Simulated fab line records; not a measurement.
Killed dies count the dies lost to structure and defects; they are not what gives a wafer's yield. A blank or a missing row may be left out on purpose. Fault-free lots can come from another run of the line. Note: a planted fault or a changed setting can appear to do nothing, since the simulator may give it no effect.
Chamber matching || flow nandHarc || 3 sister chambers for NHARC_A_STAIRCASE_DEP_151 on pecvd-03
The step deposits SiO2, target thk 7200 nm. 6 wafers are shown with their chamber, then 12 later ones without.

== EACH WAFER AND ITS CHAMBER ==
{"wafer": "L091.1", "chamber": 2, "heaterPowerW (W)": 769}
{"wafer": "L091.4", "chamber": 0, "heaterPowerW (W)": 792}
{"wafer": "L091.6", "chamber": 1, "heaterPowerW (W)": 592}
{"wafer": "L090.1", "chamber": 0, "heaterPowerW (W)": 978}
{"wafer": "L090.2", "chamber": 2, "heaterPowerW (W)": 731}
{"wafer": "L090.3", "chamber": 1, "heaterPowerW (W)": 673}

== WAFERS WHOSE CHAMBER IS MISSING ==
{"wafer": "L090.4", "heaterPowerW (W)": 613}
{"wafer": "L090.5", "heaterPowerW (W)": 615}
{"wafer": "L090.6", "heaterPowerW (W)": 761}
{"wafer": "L094.3", "heaterPowerW (W)": 890}
{"wafer": "L094.5", "heaterPowerW (W)": 607}
{"wafer": "L094.6", "heaterPowerW (W)": 599}
{"wafer": "L093.1", "heaterPowerW (W)": 758}
{"wafer": "L093.3", "heaterPowerW (W)": 919}
{"wafer": "L093.4", "heaterPowerW (W)": 619}
{"wafer": "L095.1", "heaterPowerW (W)": 930}
{"wafer": "L095.2", "heaterPowerW (W)": 646}
{"wafer": "L095.3", "heaterPowerW (W)": 637}

== EACH ONE'S CHAMBER ==
{"wafer": "L090.4", "from the rows above": "can't be placed: 1 or 2", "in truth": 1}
{"wafer": "L090.5", "from the rows above": "can't be placed: 1 or 2", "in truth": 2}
{"wafer": "L090.6", "from the rows above": "can't be placed: 2 or 0 or 1", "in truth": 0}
{"wafer": "L094.3", "from the rows above": "can't be placed: 0 or 2", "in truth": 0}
{"wafer": "L094.5", "from the rows above": "can't be placed: 1 or 2", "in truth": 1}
{"wafer": "L094.6", "from the rows above": "can't be placed: 1 or 2", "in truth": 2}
{"wafer": "L093.1", "from the rows above": "can't be placed: 2 or 1 or 0", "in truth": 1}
{"wafer": "L093.3", "from the rows above": "can't be placed: 0 or 2", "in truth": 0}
{"wafer": "L093.4", "from the rows above": "can't be placed: 1 or 2", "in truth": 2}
{"wafer": "L095.1", "from the rows above": "can't be placed: 0 or 2", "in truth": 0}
{"wafer": "L095.2", "from the rows above": "can't be placed: 1 or 2", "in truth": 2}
{"wafer": "L095.3", "from the rows above": "can't be placed: 1 or 2", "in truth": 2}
Correctly placed: 0 of 12. Unplaceable from these rows: 12, with the true chamber sitting among the candidates in 12. Wrongly placed: 0.
How it was worked out, from the rows above alone: a wafer's distance from a chamber is the root of the sum, over the readings, of the square of ((its reading less the chamber's mean) divided by the reading's scatter). The wafer belongs to the nearest chamber; if the next one is less than 2 further off, it can't be placed. A chamber's mean is the mean of its shown wafers. The scatter is the square root of a quotient: the sum, over the shown wafers, of each reading's squared deviation from its chamber's mean, divided by wafers minus chambers.
